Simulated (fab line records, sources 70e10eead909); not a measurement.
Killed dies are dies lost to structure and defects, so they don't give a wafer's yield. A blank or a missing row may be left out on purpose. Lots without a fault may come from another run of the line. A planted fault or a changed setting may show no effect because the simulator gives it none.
Chamber matching | flow nand_harc | NHARC_A_BONDPAD_STRIP_15 on rie_diel-04: 4 sister chambers
The step strips in O2. 22 wafers are shown with their chamber, then 11 later ones without.

WAFERS WITH THEIR CHAMBER
wafer  | chamber | showerhead_plenum_p_Torr (Torr) | drypump_motor_current_A (A) | oes_product_au (a.u.)
L074.2 | 3       | 3.47                            | 5.95                        | 1.004
L074.3 | 1       | 3.71                            | 5.52                        | 1.008
L074.6 | 0       | 3.69                            | 5.77                        | 1.002
L082.1 | 0       | 3.69                            | 5.82                        | 0.996
L082.4 | 1       | 3.70                            | 5.52                        | 1.010
L082.5 | 0       | 3.69                            | 5.79                        | 1.004
L086.1 | 1       | 3.70                            | 5.52                        | 1.008
L086.2 | 0       | 3.68                            | 5.83                        | 0.991
L086.6 | 0       | 3.68                            | 5.82                        | 0.990
L085.1 | 1       | 3.70                            | 5.51                        | 1.010
L085.2 | 3       | 3.46                            | 5.93                        | 0.994
L085.3 | 0       | 3.68                            | 5.82                        | 0.984
L088.1 | 2       | 3.72                            | 5.61                        | 1.013
L088.2 | 1       | 3.70                            | 5.52                        | 1.012
L088.3 | 0       | 3.68                            | 5.80                        | 0.997
L089.1 | 0       | 3.68                            | 5.79                        | 1.009
L089.3 | 2       | 3.72                            | 5.61                        | 1.008
L089.5 | 2       | 3.72                            | 5.63                        | 1.007
L091.2 | 2       | 3.72                            | 5.62                        | 1.013
L091.5 | 1       | 3.69                            | 5.54                        | 1.008
L091.6 | 0       | 3.68                            | 5.80                        | 1.000
L090.3 | 1       | 3.69                            | 5.51                        | 1.007

SIGNATURES (means of the wafers above)
reading                  | chamber 0 | chamber 1 | chamber 2 | chamber 3 | scatter within a chamber
showerhead_plenum_p_Torr | 3.6833    | 3.6986    | 3.7200    | 3.4650    | 0.00546
drypump_motor_current_A  | 5.8044    | 5.5200    | 5.6175    | 5.9400    | 0.0151
oes_product_au           | 0.99700   | 1.00900   | 1.01025   | 0.99900   | 0.00568
Rule: a wafer's distance from a chamber is the root of the sum, over the readings, of the square of ((its reading less the chamber's mean) divided by the reading's scatter). The wafer belongs to the nearest chamber; if the next one is less than 2 further off, it can't be placed. The scatter: the root of (the sum of the squares of (reading less its chamber's mean) over the shown wafers, divided by (wafers less chambers)).

WAFERS WITHOUT THEIR CHAMBER
wafer  | showerhead_plenum_p_Torr (Torr) | drypump_motor_current_A (A) | oes_product_au (a.u.)
L090.4 | 3.46                            | 5.94                        | 0.988
L090.6 | 3.46                            | 5.97                        | 0.988
L094.1 | 3.68                            | 5.81                        | 0.993
L094.3 | 3.45                            | 5.92                        | 1.012
L094.4 | 3.69                            | 5.51                        | 1.003
L096.1 | 3.69                            | 5.50                        | 1.007
L096.2 | 3.71                            | 5.64                        | 0.995
L096.3 | 3.45                            | 5.96                        | 1.007
L096.4 | 3.68                            | 5.82                        | 0.990
L096.5 | 3.69                            | 5.50                        | 1.003
L096.6 | 3.67                            | 5.83                        | 1.003

WHICH CHAMBER EACH WENT THROUGH
wafer  | from the rows above | in truth
L090.4 | 3                   | 3
L090.6 | 3                   | 3
L094.1 | 0                   | 0
L094.3 | 3                   | 3
L094.4 | 1                   | 1
L096.1 | 1                   | 1
L096.2 | 2                   | 2
L096.3 | 3                   | 3
L096.4 | 0                   | 0
L096.5 | 1                   | 1
L096.6 | 0                   | 0
Placed correctly: 11 of 11. Can't be placed from these rows: 0. Placed wrongly: 0.
